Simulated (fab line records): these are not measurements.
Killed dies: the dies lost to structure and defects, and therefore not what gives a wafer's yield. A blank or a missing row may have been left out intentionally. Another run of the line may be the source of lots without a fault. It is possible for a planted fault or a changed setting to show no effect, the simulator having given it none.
A struck lot beside a sound one    flow n5-finfet    16 steps out of a route of 1938
Sound: wafers L852.2, L852.4, L852.6. Struck: wafer L854.6. (L854.2 of the same lot was not struck and is left out.) The cause comes at the end.
For every step that has rows: the tool of each side, followed by ch and its chambers, followed by its first start. Under that, the readings that differ: sound wafers    struck wafers    difference of the means    sigmas: that difference in standard deviations of wafers without a fault.
alike: readings whose means differ by less than 2 such deviations, and words and numbers that are the same on both sides. not compared: withheld readings, readings that some wafer has no value for, bounds like >300 that may hide the same value, and numbers for which the record gives no deviation and whose values overlap.
A row with sigmas, a row that says differs or no value, or rows on one side alone: a step with any of these is where the two part. Numbers that don't overlap but have no deviation are shown without sigmas and don't part them. Lack of a reading on every wafer of one side parts them only where that side has two or more wafers.

first, 3 steps without rows for these wafers: N5_BEOL_M0_SAQP_EXPOSE_11 (exposes mask M0 CORE, target cd 42 nm); N5_BEOL_M0_SAQP_PEB_12 (peb time 60 s); N5_BEOL_M0_SAQP_DEVELOP_13 (develop time 30 s).
N5_BEOL_M0_SAQP_CD_MEAS_14: target cd 42.5 nm.
  sound on cd-sem-02 ch 0, day 6 04:43; struck on cd-sem-03 ch 0, day 6 20:07
  alike: cd-nm
N5_BEOL_M0_SAQP_OVL_MEAS_15:
  sound on overlay-01 ch 0, day 6 04:45; struck on overlay-02 ch 0, day 6 20:09
  alike: M0_CORE_OVL
N5_BEOL_M0_SAQP_INSPECT_16: inspects for defects (brightfield).
  sound on defect-inspect-02, day 6 04:47; struck on defect-inspect-01, day 6 20:11
  alike: raw-defect-count
N5_BEOL_M0_SAQP_DESCUM_19: chemistry O2, time 7.9 s.
  sound on rie-diel-05 ch 0,1,3, day 6 04:49; struck on rie-diel-05 ch 1, day 6 20:17
  alike: drypump-motor-current-A, oes-product-au, rf-vpp-V, showerhead-plenum-p-Torr, temp-c, throttle-valve-pct
  not compared: rf-hours-counter-h
N5_BEOL_M0_SAQP_ETCH_83: etches SiARC in CF4, target depth 39 nm, time 65 s.
  sound on rie-diel-05 ch 0,1,3, day 6 04:51; struck on rie-diel-05 ch 1, day 6 20:19
reading                sound           struck  difference  sigmas
etch-rf-on-time-s (s)  63.2 63.5 65.7  66.6    +2.5        +2
  alike: drypump-motor-current-A, oes-product-au, rf-vpp-V, showerhead-plenum-p-Torr, throttle-valve-pct
  not compared: rf-hours-counter-h
N5_BEOL_M0_SAQP_ETCH_84: etches SOC in N2/H2, target depth 100 nm, overetch 20 nm, time 150 s.
  sound on rie-diel-05 ch 0,1,3, day 6 04:54; struck on rie-diel-05 ch 1, day 6 20:22
  alike: drypump-motor-current-A, oes-product-au, rf-vpp-V, showerhead-plenum-p-Torr, temp-c, throttle-valve-pct
  not compared: rf-hours-counter-h
then, 1 step without rows for these wafers: N5_BEOL_M0_SAQP_STRIP_80 (strips in N2/H2).
N5_BEOL_M0_SAQP_HM_OPEN_112: chemistry CHF3/O2, target SiO2, stops on a-Si, target depth 12 nm, time 13.5 s.
  sound on rie-diel-05 ch 0,1,3, day 6 05:01; struck on rie-diel-05 ch 1, day 6 20:29
  alike: O2_flow_sccm, drypump-motor-current-A, oes-product-au, rf-vpp-V, showerhead-plenum-p-Torr, throttle-valve-pct
  not compared: rf-hours-counter-h
then, 1 step without rows for these wafers: N5_BEOL_M0_SAQP_STRIP_113 (strips in CHF3/O2).
N5_BEOL_M0_SAQP_MANDREL_ETCH_20: etches a-Si in HBr/Cl2, stops on SiNx, target depth 60 nm, bt time 10 s, time 30 s.
  sound on rie-si-05 ch 0,3, day 6 05:05; struck on rie-si-05 ch 3, day 6 20:34
reading         sound        struck   difference  sigmas
over-etch-frac  0.5 0.5 0.5  0.48376  -0.01624    
  alike: drypump-motor-current-A, mfc-cl2-sccm, oes-product-au, throttle-valve-pct
  not compared: rf-hours-counter-h
N5_BEOL_M0_SAQP_STRIP_86: strips in N2/H2.
  sound on rie-diel-05 ch 1,2,3, day 6 05:11; struck on rie-diel-03 ch 3, day 6 21:05
  alike: drypump-motor-current-A, oes-product-au, rf-vpp-V, showerhead-plenum-p-Torr, temp-c, throttle-valve-pct
  not compared: rf-hours-counter-h
-- the record jumps here: 2 days lie between the struck wafers' starts before and after (it left off in module BEOL_M0_SAQP and takes up again in module BEOL_M4, whose first step shown is number 1111 of the route) --
N5_BEOL_M4_RC_MEAS_101:
  sound on prober-02 ch 0, day 8 05:14; struck on prober-02 ch 0, day 9 07:48
  alike: DIBL_N, DIBL_P, IOFF_N, IOFF_P, ION_N, ION_P, SS_N, SS_P, VT_N, VT_P
N5_PASSIVATION_PROBE_49:
  sound wafers here have rows in the record (prober-02, day 12 14:47); struck ones have none

WHERE THEY PART
First at N5_BEOL_M0_SAQP_ETCH_83; last, within this record, at N5_PASSIVATION_PROBE_49.

WHY: whatever the simulator had introduced
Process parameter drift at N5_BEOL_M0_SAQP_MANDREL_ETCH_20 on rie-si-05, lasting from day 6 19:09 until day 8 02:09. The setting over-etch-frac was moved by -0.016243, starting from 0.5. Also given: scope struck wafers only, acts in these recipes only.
